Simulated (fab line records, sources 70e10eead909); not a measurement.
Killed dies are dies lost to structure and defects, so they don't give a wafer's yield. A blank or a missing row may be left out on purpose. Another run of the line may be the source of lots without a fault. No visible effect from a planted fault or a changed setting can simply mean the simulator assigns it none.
Which tool was responsible?    flow nandHarc    15 lots with 45 wafers sampled at 3 steps, on a route of 1159 steps

## WHAT THE GAUGES READ, wafer by wafer
NHARC_P_ZERO_WELL_CD_MEAS_52 targets a cd of 2000 nm. Usual: cdNm at 2001.6 nm, with a standard deviation of 2.5.
lot   measured     on        cdNm (nm)             flag
L912  day 1 23:41  cdSem-02  2002.3 2001.2 2004.4  
L913  day 2 06:10  cdSem-02  2004.7 2000.7 1999.0  
L915  day 2 17:37  cdSem-03  2000.7 2002.6 1998.7  
L918  day 3 11:46  cdSem-01  2005.5 2004.3 2003.5  
L919  day 3 18:02  cdSem-02  2001.4 2000.1 2004.9  
L920  day 3 23:44  cdSem-01  1997.3 2003.1 2000.4  
L921  day 4 05:37  cdSem-03  - - -                 OFF
L922  day 4 11:46  cdSem-01  - - -                 OFF
L923  day 4 17:35  cdSem-03  - - -                 OFF
L924  day 4 23:44  cdSem-01  2003.6 2000.2 2003.7  
L925  day 5 05:46  cdSem-01  2000.5 2002.7 2004.1  
L926  day 5 12:15  cdSem-02  2003.7 2001.4 2001.7  
L931  day 6 17:46  cdSem-01  1998.9 1996.2 2000.0  
L933  day 7 05:37  cdSem-02  1998.0 2001.1 2001.9  
L934  day 7 11:30  cdSem-02  2002.5 2004.6 2000.9  

NHARC_P_STI_OCD_MEAS_43. Usual: trenchDepthNm 300 nm, standard deviation 5.9; trenchFootCdNm 158 nm, standard deviation 3.1.
lot   measured     on      trenchDepthNm (nm)  trenchFootCdNm (nm)  flag
L912  day 2 21:16  ocd-02  303 302 307         157 160 159          
L913  day 2 21:05  ocd-01  298 306 301         156 156 158          
L915  day 3 13:32  ocd-02  309 294 298         156 161 160          
L918  day 4 07:52  ocd-01  298 304 304         155 154 159          
L919  day 4 12:21  ocd-01  298 296 305         158 161 162          
L920  day 4 20:35  ocd-02  297 308 296         158 158 157          
L924  day 5 19:11  ocd-01  294 304 297         159 156 158          
L925  day 6 01:13  ocd-01  305 298 297         159 161 160          
L926  day 6 06:36  ocd-01  290 297 289         157 157 153          
L931  day 7 12:20  ocd-02  298 297 298         154 155 158          
L933  day 8 01:16  ocd-02  296 298 295         155 159 156          
L934  day 8 06:38  ocd-01  289 302 302         154 157 152          

## WHICH TOOL RAN EACH LOT (tool, then ch and the chambers of the sampled wafers, then the start)
lot   NHARC_P_ZERO_WELL_EXPOSE_49
L912  krfScanner-01 ch 0, day 1 23:32
L913  krfScanner-03 ch 0, day 2 06:00
L915  krfScanner-01 ch 0, day 2 17:28
L918  krfScanner-01 ch 0, day 3 11:36
L919  krfScanner-03 ch 0, day 3 17:53
L920  krfScanner-03 ch 0, day 3 23:35
L921  krfScanner-03, day 4 05:27
L922  krfScanner-01, day 4 11:36
L923  krfScanner-01, day 4 17:26
L924  krfScanner-01 ch 0, day 4 23:34
L925  krfScanner-01 ch 0, day 5 05:36
L926  krfScanner-03 ch 0, day 5 12:05
L931  krfScanner-04 ch 0, day 6 17:36
L933  krfScanner-03 ch 0, day 7 05:28
L934  krfScanner-03 ch 0, day 7 11:21
- NHARC_P_ZERO_WELL_EXPOSE_49: exposes mask P HVPW, target cd 2000 nm.

## WHAT THE TOOLS THEMSELVES READ (means of the sampled wafers that have a number; where no wafer has one, the mark that the record gives instead)
NHARC_P_ZERO_WELL_EXPOSE_49. Usual: exposureDoseMJCm2 22.641, standard deviation 0.021; focusOffsetNm 0.0 nm, standard deviation 0.54.
lot   tool           exposureDoseMJCm2  focusOffsetNm (nm)  flag
L912  krfScanner-01  22.638             0.7                 
L913  krfScanner-03  22.615             -0.4                
L915  krfScanner-01  22.628             0.3                 
L918  krfScanner-01  22.640             -0.4                
L919  krfScanner-03  22.684             -0.3                
L920  krfScanner-03  22.643             -0.1                
L921  krfScanner-03  -                  -                   OFF
L922  krfScanner-01  -                  -                   OFF
L923  krfScanner-01  -                  -                   OFF
L924  krfScanner-01  22.636             0.4                 
L925  krfScanner-01  22.650             0.3                 
L926  krfScanner-03  22.653             0.0                 
L931  krfScanner-04  22.630             -0.1                
L933  krfScanner-03  22.662             -0.1                
L934  krfScanner-03  22.664             -0.1                

## THE ANSWER, worked out from the rows above alone
Rule: a lot is off if the mean of its wafers that have a number lies more than 3 standard deviations from the usual mean. A lot without any number at a reading at which 4 lots or more have one is off too. The other lots that the step has rows for count as sound. Order of review: gauges by route order, followed by the tools' own readings, for which a lot's mean as printed above is used. The first step at which some lot is off is used, and at that step the reading that is off furthest; a lot without a number counts as furthest.
Off: L921, L922, L923 (NHARC_P_ZERO_WELL_CD_MEAS_52, cdNm). Without a number there: L921, L922, L923.
If a tool, at a process step before that reading, ran all the lots that are off and no sound lot after the first of them, it fits. Not tried: the gauges at NHARC_P_ZERO_WELL_CD_MEAS_52; whatever is off there is also off at NHARC_P_ZERO_WELL_EXPOSE_49, on other tools, and gauge error can't account for it. No candidate that was tried fits.

## WHAT THE SIMULATOR PUT IN
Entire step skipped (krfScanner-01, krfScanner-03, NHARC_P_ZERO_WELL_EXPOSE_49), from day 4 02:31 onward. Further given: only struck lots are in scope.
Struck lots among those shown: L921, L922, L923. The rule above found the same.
